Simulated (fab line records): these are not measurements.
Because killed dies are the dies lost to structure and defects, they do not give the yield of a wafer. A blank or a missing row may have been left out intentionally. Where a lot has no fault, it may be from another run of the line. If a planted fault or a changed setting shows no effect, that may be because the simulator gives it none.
Which tool is to blame?	flow n5 finfet	route of 1938 steps, sampled at 1 step: 12 lots, 36 wafers

## WHAT EACH GAUGE READ, for each wafer
N5_GATE_CUT_INSPECT_15: inspects for defects (brightfield).
lot	measured	on	raw defect count
L074	day 5 00:48	defect inspect-01	136 162 180
L077	day 5 08:10	defect inspect-02	155 173 140
L079	day 5 19:38	defect inspect-01	179 111 74
L081	day 6 08:19	defect inspect-02	107 61 82
L083	day 6 22:37	defect inspect-02	186 126 216
L085	day 7 09:46	defect inspect-02	163 174 159
L087	day 8 01:00	defect inspect-02	155 106 169
L089	day 8 06:01	defect inspect-01	112 95 141
L091	day 8 22:14	defect inspect-01	107 121 97
L093	day 9 08:17	defect inspect-01	142 161 186
L095	day 9 17:02	defect inspect-01	95 104 114
L097	day 10 10:48	defect inspect-01	95 124 149

## WHAT TOOL EACH LOT RAN ON (gives the tool, then ch and the chambers of the sampled wafers, and finally the start)
No process step before these readings appears in the record.

## THE ANSWER, worked out from the rows above alone
Rule: the usual values come from the lots themselves. The widest of any qualifying gaps counts: lots, ordered by their means at a reading, are off when they make up no more than a third of the lots, leave a main group of 4 or more, and stand apart from it by 3 or more times the standard deviation of that group's means. A main group is skipped when, at the precision printed for the reading in the tables above, its means are all equal. Also off: a lot with no number at a reading for which 4 or more lots have one. Any other lot the step has rows for is counted as sound.
No lot is off on any of the readings shown, so nothing can be concluded from this.

## WHAT THE SIMULATOR HAD INSERTED
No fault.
